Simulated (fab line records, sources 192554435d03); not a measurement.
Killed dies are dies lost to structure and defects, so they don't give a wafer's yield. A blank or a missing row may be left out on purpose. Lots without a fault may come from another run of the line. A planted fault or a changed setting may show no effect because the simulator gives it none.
Chamber matching | flow n5_finfet | N5_BEOL_M9_DESCUM_33 on rie_diel-02: 4 sister chambers
The step chemistry O2, time 7 s. 4 wafers are shown with their chamber, then 7 later ones without.

WAFERS WITH THEIR CHAMBER
wafer  | chamber | showerhead_plenum_p_Torr (Torr)
L075.3 | 3       | 2.01
L076.5 | 2       | 2.06
L081.4 | 0       | 2.08
L081.5 | 1       | 2.17

WAFERS WITHOUT THEIR CHAMBER
wafer  | showerhead_plenum_p_Torr (Torr)
L081.6 | 2.05
L083.1 | 2.05
L083.4 | 2.17
L083.5 | 2.08
L088.1 | 2.16
L088.3 | 2.05
L088.5 | 2.00

WHICH CHAMBER EACH WENT THROUGH
wafer  | from the rows above | in truth
L081.6 | 2                   | 2
L083.1 | 2                   | 2
L083.4 | 1                   | 1
L083.5 | 0                   | 0
L088.1 | 1                   | 1
L088.3 | 2                   | 2
L088.5 | 3                   | 3
Placed correctly: 7 of 7. Can't be placed from these rows: 0. Placed wrongly: 0.
How it was worked out, from the rows above alone: a wafer's distance from a chamber is the root of the sum, over the readings, of the square of ((its reading less the chamber's mean) divided by the reading's scatter). The wafer belongs to the nearest chamber; if the next one is less than 2 further off, it can't be placed. A chamber's mean is the mean of its shown wafers. The scatter: with one shown wafer a chamber, the root of the mean of the squares of how far each hidden wafer lies from its nearest shown one.
